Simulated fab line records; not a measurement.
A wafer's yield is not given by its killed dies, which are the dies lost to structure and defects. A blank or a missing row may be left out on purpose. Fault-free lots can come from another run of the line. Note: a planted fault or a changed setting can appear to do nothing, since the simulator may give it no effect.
Which tool is to blame? + flow nandHarc + 6 lots with 17 wafers sampled at 4 steps, on a route of 1159 steps

## WHAT THE GAUGES READ, wafer by wafer
NHARC_A_ONON_D1_THK_MEAS_05: measures by ellipsometry.
| lot  | measured     | on           | thkNm (nm)     |
|------|--------------|--------------|----------------|
| L583 | day 8 04:56  | filmMetro-02 | 994 997 998    |
| L587 | day 8 14:27  | filmMetro-01 | 1023 1024 1025 |
| L588 | day 9 05:39  | filmMetro-02 | 983 984 983    |
| L595 | day 11 12:34 | filmMetro-02 | 1003 1003 1004 |
| L597 | day 11 16:13 | filmMetro-02 | 510 1014       |
| L603 | day 12 17:16 | filmMetro-01 | 496 1003 1004  |

## TOOL THAT RAN EACH LOT (tool first, then ch and the chambers of the sampled wafers, then the start)
| lot  | NHARC_P_M2_DEP_33               | NHARC_P_BONDPAD_DEGAS_25    | NHARC_A_ONON_D1_DEP_03          |
|------|---------------------------------|-----------------------------|---------------------------------|
| L583 | pecvd-03 ch 0,2, day 6 22:41    | pvdSputter-01, day 7 01:58  | pecvdOnon-02 ch 0, day 8 04:29  |
| L587 | pecvd-01 ch 0,1,2, day 7 12:37  | pvdSputter-02, day 7 15:21  | pecvdOnon-03 ch 0, day 8 13:56  |
| L588 | pecvd-04 ch 1,2, day 8 00:02    | pvdSputter-01, day 8 02:53  | pecvdOnon-03 ch 0, day 9 05:08  |
| L595 | pecvd-03 ch 0,1,2, day 10 05:52 | pvdSputter-02, day 10 08:41 | pecvdOnon-04 ch 0, day 11 12:07 |
| L597 | pecvd-01 ch 1,2, day 10 12:05   | pvdSputter-02, day 10 14:49 | pecvdOnon-04 ch 0, day 11 15:40 |
| L603 | pecvd-01 ch 0,1,2, day 11 12:56 | pvdSputter-02, day 11 15:35 | pecvdOnon-04 ch 0, day 12 16:46 |
- NHARC_P_M2_DEP_33: deposits SiCN, target thk 30 nm.
- NHARC_P_BONDPAD_DEGAS_25: time 60 s.
- NHARC_A_ONON_D1_DEP_03: target thk 1000 nm.

## THE ANSWER, worked out from the rows above alone
Rule: usual is defined by the lots themselves. Put in order of their means at a reading, lots are off if they are a third of the lots or fewer, leave a main group of 4 or more, and stand apart from it by a gap of 3 or more times the standard deviation of the main group's means; of several such gaps the widest counts. If all means in a main group match to the digits the tables above print for the reading, that group is not used. A lot without any number at a reading at which 4 lots or more have one is off too. All remaining lots with rows at the step are treated as sound.
Off at NHARC_A_ONON_D1_THK_MEAS_05 (thkNm): L597, L603. The main group has a mean of 1002 nm with a standard deviation of 15.
If a tool, at a process step before that reading, ran all the lots that are off and no sound lot after the first of them, it fits. Those tools and the gauges at NHARC_A_ONON_D1_THK_MEAS_05 are tried in the same way. Can't be told from this: 3 tools fit, pecvd-01 at NHARC_P_M2_DEP_33, pvdSputter-02 at NHARC_P_BONDPAD_DEGAS_25, pecvdOnon-04 at NHARC_A_ONON_D1_DEP_03.

## WHAT THE SIMULATOR HAD INSERTED
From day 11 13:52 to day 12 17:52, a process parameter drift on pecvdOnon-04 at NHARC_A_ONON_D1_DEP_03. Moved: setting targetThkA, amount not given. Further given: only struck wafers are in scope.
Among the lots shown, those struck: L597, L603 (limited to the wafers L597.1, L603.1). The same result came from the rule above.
